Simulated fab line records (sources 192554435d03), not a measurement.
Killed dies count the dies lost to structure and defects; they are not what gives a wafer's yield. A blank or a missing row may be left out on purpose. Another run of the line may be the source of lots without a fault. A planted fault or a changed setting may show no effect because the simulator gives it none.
A struck lot beside a sound one ; flow n5 finfet ; 35 out of 1938 route steps
Sound: the wafers L318.3, L318.4, L318.5. Struck: wafer L309.2 (left out: L309.1, L309.6 of the same lot, which were not struck); the cause appears at the end.
For every step that has rows: the tool of each side, followed by ch and its chambers, followed by its first start. Under that, the readings that differ: sound wafers ; struck wafers ; difference of the means ; sigmas: that difference in standard deviations of wafers without a fault.
alike: words and numbers the same on both sides, and readings whose means are apart by under 2 such deviations; not compared: readings that were withheld, readings missing a value for some wafer, numbers with overlapping values and no deviation given by the record, and bounds like >300 which may hide the same value.
A row with sigmas, a row that says differs or no value, or rows on one side alone: a step with any of these is where the two part. Numbers that don't overlap but have no deviation are shown without sigmas and don't part them. Lack of a reading on every wafer of one side parts them only where that side has two or more wafers.

first, 11 steps without rows for these wafers: N5_BEOL_M6_HM_STRIP_39 (strips TiN in peroxide tin strip, target depth 25 nm, time 158 s); N5_BEOL_M6_SRD_40 (time 30 s); N5_BEOL_M6_PRECLEAN_42 (cleans in residue remover, time 60 s); N5_BEOL_M6_SRD_43 (time 30 s); N5_BEOL_M6_CURE_75 (cures SiCOH lowk, time 120 s); N5_BEOL_M6_DEGAS_44 (time 60 s); N5_BEOL_M6_PRE_CLEAN_45 (time 30 s); N5_BEOL_M6_ALD_77 (deposits TaN, target thk 2 nm, pulse time 2 s, purge time 3 s); N5_BEOL_M6_SURFACE_TREAT_79; N5_BEOL_M6_CVD_78 (deposits Co from CCTBA/H2, target thk 2 nm, time 142.3 s); N5_BEOL_M6_SPUTTER_48 (material Cu, target thk 10 nm, time 1.667 s).
N5_BEOL_M6_ECD_50: material Cu, target thk 300 nm.
  sound on ecd cu-01 ch 0,1, day 13 16:25; struck on ecd cu-01 ch 0,1, day 10 23:50
then, 22 steps without rows for these wafers: N5_BEOL_M6_ANNEAL_51 (time 90 s); N5_BEOL_M6_CMP_52 (polishes, stops on SiCOH lowk, t overpolish 6.9 s, target thk 80 nm); N5_BEOL_M6_PRE_CLEAN_55 (time 15 s); N5_BEOL_M6_DEP_56 (deposits SiCN from 3MS/NH3, target thk 10 nm, time 17.5 s); N5_BEOL_M7_ILD_DEP_00 (deposits SiCOH lowk from DEMS/porogen, target thk 179.75 nm, time 33.4 s); N5_BEOL_M7_CURE_74 (cures SiCOH lowk, time 240 s); N5_BEOL_M7_PECVD_70 (deposits SiO2 from TEOS/O2, target thk 20 nm, time 22.7 s); N5_BEOL_M7_HM_DEP_02 (deposits TiN, target thk 20 nm); N5_BEOL_M7_COAT_59 (time 60 s, resist thk 100 nm); N5_BEOL_M7_COAT_60 (time 60 s, resist thk 35 nm); N5_BEOL_M7_COAT_05 (resist thk 90 nm); N5_BEOL_M7_EBR_07; N5_BEOL_M7_SOFTBAKE_06 (time 60 s); N5_BEOL_M7_EXPOSE_08 (exposes mask M7); N5_BEOL_M7_PEB_09 (peb time 60 s); N5_BEOL_M7_DEVELOP_10 (develop time 30 s); N5_BEOL_M7_DESCUM_16 (chemistry O2, time 7.9 s); N5_BEOL_M7_ETCH_61 (etches SiARC in CF4, target depth 45.5 nm, time 75.8 s); N5_BEOL_M7_ETCH_62 (etches SOC in N2/H2, target depth 110 nm, overetch 22 nm, time 165 s); N5_BEOL_M7_STRIP_68 (strips in N2/H2); N5_BEOL_M7_STRIP_67 (strips in CF4); N5_BEOL_M7_HM_OPEN_17 (chemistry Cl2/BCl3, target TiN, target depth 20 nm, overetch 6 nm).
-- a jump in the record: the struck wafers' starts before and after are 4 days apart (it breaks off in module BEOL_M7 and resumes in module PASSIVATION, where the first step shown is number 1936 of the route) --
N5_PASSIVATION_PROBE_49:
  the record has rows for the struck wafers here (prober-01, day 14 20:13) and none for the sound ones

## WHERE THEY PART
N5_PASSIVATION_PROBE_49 only, going by this record.

WHY: what the simulator had put in
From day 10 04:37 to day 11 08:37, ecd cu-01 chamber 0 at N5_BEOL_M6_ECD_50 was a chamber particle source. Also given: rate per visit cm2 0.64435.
